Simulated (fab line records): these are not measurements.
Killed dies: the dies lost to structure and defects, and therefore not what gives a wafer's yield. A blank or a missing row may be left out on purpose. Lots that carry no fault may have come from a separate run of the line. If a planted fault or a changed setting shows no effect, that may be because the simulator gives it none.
Which tool is to blame? | flow nand_harc | Sampling: 11 lots, 33 wafers, 6 of 1302 route steps

WHAT THE GAUGES READ, wafer by wafer
NHARC_A_CHANNEL_HOLE_D1_INSPECT_40. Usual: 68 for raw_defect_count, sd 22.
lot  | measured     | on                | raw_defect_count | flag
L831 | day 9 14:37  | defect_inspect-02 | 51 48 25         |
L837 | day 12 01:24 | defect_inspect-02 | 1468 1431 1441   | OFF
L838 | day 12 08:41 | defect_inspect-01 | 1480 1490 1433   | OFF
L842 | day 14 00:09 | defect_inspect-01 | 89 52 82         |
L845 | day 15 03:19 | defect_inspect-02 | 58 63 44         |
L846 | day 15 15:26 | defect_inspect-01 | 73 106 90        |
L847 | day 16 06:56 | defect_inspect-02 | 76 52 59         |
L850 | day 17 04:23 | defect_inspect-02 | 64 53 84         |
L851 | day 17 18:23 | defect_inspect-02 | 38 47 32         |
L852 | day 18 01:26 | defect_inspect-02 | 87 56 63         |
L853 | day 18 14:37 | defect_inspect-01 | 32 46 32         |

NHARC_END_SORT_01. Usual: killed_at_array 56, standard deviation 17; killed_at_other 1.2, standard deviation 1.4; killed_at_periphery 4, standard deviation 3.2; killed_dies 61, standard deviation 16; killed_open 3.6, standard deviation 2.1; killed_short 2.7, standard deviation 1.8.
lot  | measured     | on        | killed_at_array | killed_at_other | killed_at_periphery | killed_dies | killed_open | killed_short | flag
L837 | day 27 18:38 | prober-01 | 106 107 84      | 0 1 0           | 1 6 7               | 107 114 91  | 5 8 6       | 4 3 4        |
L838 | day 27 17:02 | prober-02 | 156 98 135      | 0 2 0           | 6 13 1              | 162 113 136 | 1 6 3       | 1 3 2        | OFF

WHAT TOOL EACH LOT RAN ON (gives the tool, then ch and the chambers of the sampled wafers, and finally the start)
lot  | NHARC_A_CHANNEL_HOLE_D1_ETCH_20  | NHARC_A_CHANNEL_HOLE_D1_ETCH_26  | NHARC_A_CHANNEL_HOLE_D1_ETCH_44    | NHARC_A_CHANNEL_FILL_D1_ALD_15
L831 | har_etch-01 ch 0, day 9 08:56    | har_etch-01 ch 0, day 9 12:34    | rie_diel-07 ch 0,1,2, day 9 13:32  | ald_sin_batch-01 ch 0, no start
L837 | har_etch-01 ch 0,1, day 11 19:56 | har_etch-01 ch 0,1, day 11 23:32 | rie_diel-01 ch 0,2,3, day 12 00:26 | ald_sin_batch-01 ch 0, day 27 18:38 or earlier
L838 | har_etch-02 ch 0, day 12 03:06   | har_etch-02 ch 0, day 12 06:46   | rie_diel-01 ch 0,1,3, day 12 07:43 | ald_sin_batch-01 ch 0, day 27 17:02 or earlier
L842 | har_etch-01 ch 0,1, day 13 18:31 | har_etch-01 ch 0,1, day 13 22:08 | rie_diel-07 ch 0,2,3, day 13 23:06 | ald_sin_batch-03 ch 0, no start
L845 | har_etch-01 ch 0,1, day 14 21:44 | har_etch-01 ch 0,1, day 15 01:24 | rie_diel-01 ch 0,1,2, day 15 02:20 | ald_sin_batch-02 ch 0, day 15 13:53
L846 | har_etch-02 ch 0,1, day 15 09:55 | har_etch-02 ch 0,1, day 15 13:33 | rie_diel-01 ch 1,2,3, day 15 14:29 | ald_sin_batch-03 ch 0, no start
L847 | har_etch-01 ch 0,1, day 16 00:59 | har_etch-01 ch 0,1, day 16 04:37 | rie_diel-01 ch 2,3, day 16 05:37   | ald_sin_batch-01 ch 0, no start
L850 | har_etch-01 ch 1, day 16 22:52   | har_etch-01 ch 1, day 17 02:29   | rie_diel-08 ch 0,1, day 17 03:24   | ald_sin_batch-01 ch 0, no start
L851 | har_etch-02 ch 0,1, day 17 12:34 | har_etch-02 ch 0,1, day 17 16:13 | rie_diel-01 ch 2,3, day 17 17:18   | ald_sin_batch-02 ch 0, no start
L852 | har_etch-01 ch 0,1, day 17 19:44 | har_etch-01 ch 0,1, day 17 23:23 | rie_diel-01 ch 1,2,3, day 18 00:20 | ald_sin_batch-01 ch 0, no start
L853 | har_etch-02 ch 0, day 18 08:37   | har_etch-02 ch 0, day 18 12:14   | rie_diel-01 ch 2,3, day 18 13:15   | ald_sin_batch-03 ch 0, no start
- NHARC_A_CHANNEL_HOLE_D1_ETCH_20: etches the open film in C4F8/O2/Ar, time 361.9 s, target depth 1600 nm.
- NHARC_A_CHANNEL_HOLE_D1_ETCH_26: etches the open film in C4F8/O2/Ar, time 224.1 s, target depth 300 nm.
- NHARC_A_CHANNEL_HOLE_D1_ETCH_44: etches the open film in CF4/O2, target depth 140 nm, overetch 14 nm, time 77 s.
- NHARC_A_CHANNEL_FILL_D1_ALD_15: deposits SiNx, target thk 2 nm, pulse time 60 s, ald cycles 19.

WHAT THE TOOLS THEMSELVES READ (means of the sampled wafers that have a number; where no wafer has one, the mark that the record gives instead)
NHARC_A_CHANNEL_HOLE_D1_ETCH_20. Usual: drypump_motor_current_A 5.2 A, standard deviation 0.53; showerhead_plenum_p_Torr 3.69 Torr, standard deviation 0.036; throttle_valve_pct 32.155 %, standard deviation 0.0086.
lot  | tool        | drypump_motor_current_A (A) | showerhead_plenum_p_Torr (Torr) | throttle_valve_pct (%) | flag
L831 | har_etch-01 | 6.0                         | 3.73                            | 32.146                 |
L837 | har_etch-01 | 5.1                         | 3.71                            | 32.156                 |
L838 | har_etch-02 | 4.7                         | 3.66                            | 32.157                 |
L842 | har_etch-01 | 5.5                         | 3.70                            | 32.160                 |
L845 | har_etch-01 | 5.5                         | 3.69                            | 32.162                 |
L846 | har_etch-02 | 5.0                         | 3.69                            | 32.138                 |
L847 | har_etch-01 | 5.1                         | 3.68                            | 32.154                 |
L850 | har_etch-01 | 4.7                         | 3.67                            | 32.158                 |
L851 | har_etch-02 | 4.8                         | 3.65                            | 32.152                 |
L852 | har_etch-01 | 5.1                         | 3.66                            | 32.158                 |
L853 | har_etch-02 | 4.7                         | 3.61                            | 32.152                 |

NHARC_A_CHANNEL_HOLE_D1_ETCH_26. Usual: drypump_motor_current_A 5.2 A, standard deviation 0.53; showerhead_plenum_p_Torr 3.74 Torr, standard deviation 0.038; throttle_valve_pct 24.584 %, standard deviation 0.0096.
lot  | tool        | drypump_motor_current_A (A) | showerhead_plenum_p_Torr (Torr) | throttle_valve_pct (%) | flag
L831 | har_etch-01 | 5.9                         | 3.77                            | 24.589                 |
L837 | har_etch-01 | 5.2                         | 3.75                            | 24.588                 |
L838 | har_etch-02 | 4.7                         | 3.70                            | 24.581                 |
L842 | har_etch-01 | 5.5                         | 3.74                            | 24.582                 |
L845 | har_etch-01 | 5.5                         | 3.73                            | 24.584                 |
L846 | har_etch-02 | 4.9                         | 3.74                            | 24.587                 |
L847 | har_etch-01 | 5.1                         | 3.72                            | 24.585                 |
L850 | har_etch-01 | 4.8                         | 3.71                            | 24.587                 |
L851 | har_etch-02 | 4.8                         | 3.69                            | 24.583                 |
L852 | har_etch-01 | 5.1                         | 3.70                            | 24.587                 |
L853 | har_etch-02 | 4.7                         | 3.65                            | 24.588                 |

NHARC_A_CHANNEL_HOLE_D1_ETCH_44. Usual: drypump_motor_current_A 5.6 A, standard deviation 0.42; oes_product_au 1.000 a.u., standard deviation 0.015; rf_vpp_V 197.7 V, standard deviation 1.3; showerhead_plenum_p_Torr 1.33 Torr, standard deviation 0.056; throttle_valve_pct 13.396 %, standard deviation 0.0085.
lot  | tool        | drypump_motor_current_A (A) | oes_product_au (a.u.) | rf_vpp_V (V) | showerhead_plenum_p_Torr (Torr) | throttle_valve_pct (%) | flag
L831 | rie_diel-07 | 6.0                         | 1.002                 | 197.7        | 1.32                            | 13.391                 |
L837 | rie_diel-01 | 5.6                         | 1.011                 | 197.5        | 1.32                            | 13.396                 |
L838 | rie_diel-01 | 5.7                         | 1.004                 | 198.4        | 1.35                            | 13.403                 |
L842 | rie_diel-07 | 5.5                         | 1.005                 | 198.5        | 1.31                            | 13.399                 |
L845 | rie_diel-01 | 5.7                         | 0.989                 | 197.3        | 1.30                            | 13.407                 |
L846 | rie_diel-01 | 5.4                         | 0.993                 | 197.0        | 1.34                            | 13.389                 |
L847 | rie_diel-01 | 5.3                         | 1.006                 | 199.0        | 1.36                            | 13.387                 |
L850 | rie_diel-08 | 5.5                         | 1.003                 | 196.7        | 1.27                            | 13.399                 |
L851 | rie_diel-01 | 5.3                         | 0.996                 | 198.4        | 1.36                            | 13.395                 |
L852 | rie_diel-01 | 5.4                         | 0.989                 | 197.7        | 1.34                            | 13.399                 |
L853 | rie_diel-01 | 5.3                         | 0.990                 | 197.1        | 1.32                            | 13.399                 |

NHARC_A_CHANNEL_FILL_D1_ALD_15. Usual: 1.002 for precursor_pulse_height_rel, sd 0.018.
lot  | tool             | precursor_pulse_height_rel | flag
L831 | ald_sin_batch-01 | 1.006                      |
L837 | ald_sin_batch-01 | 1.004                      |
L838 | ald_sin_batch-01 | 1.000                      |
L842 | ald_sin_batch-03 | 1.004                      |
L845 | ald_sin_batch-02 | 1.007                      |
L846 | ald_sin_batch-03 | 1.007                      |
L847 | ald_sin_batch-01 | 0.987                      |
L850 | ald_sin_batch-01 | 0.997                      |
L851 | ald_sin_batch-02 | 0.997                      |
L852 | ald_sin_batch-01 | 0.998                      |
L853 | ald_sin_batch-03 | 1.008                      |

THE ANSWER, worked out from the rows above alone
Rule: lot off if the mean of its wafers having a number is beyond 3 standard deviations from the usual mean. A lot without any number at a reading at which 4 lots or more have one is off too. The other lots that the step has rows for count as sound. Order of review: gauges by route order, followed by the tools' own readings, for which a lot's mean as printed above is used. At the first step where some lot is off, the reading lying furthest off is the one used; lots without a number count as furthest.
Off: L837, L838, at NHARC_A_CHANNEL_HOLE_D1_INSPECT_40 (raw_defect_count).
A tool fits if, at a process step before that reading, it ran every lot that is off, and no sound lot after the first of them. Those tools and the gauges at NHARC_A_CHANNEL_HOLE_D1_INSPECT_40 are tried in the same way. None of those tried fits.

WHAT HAD BEEN PUT IN BY THE SIMULATOR
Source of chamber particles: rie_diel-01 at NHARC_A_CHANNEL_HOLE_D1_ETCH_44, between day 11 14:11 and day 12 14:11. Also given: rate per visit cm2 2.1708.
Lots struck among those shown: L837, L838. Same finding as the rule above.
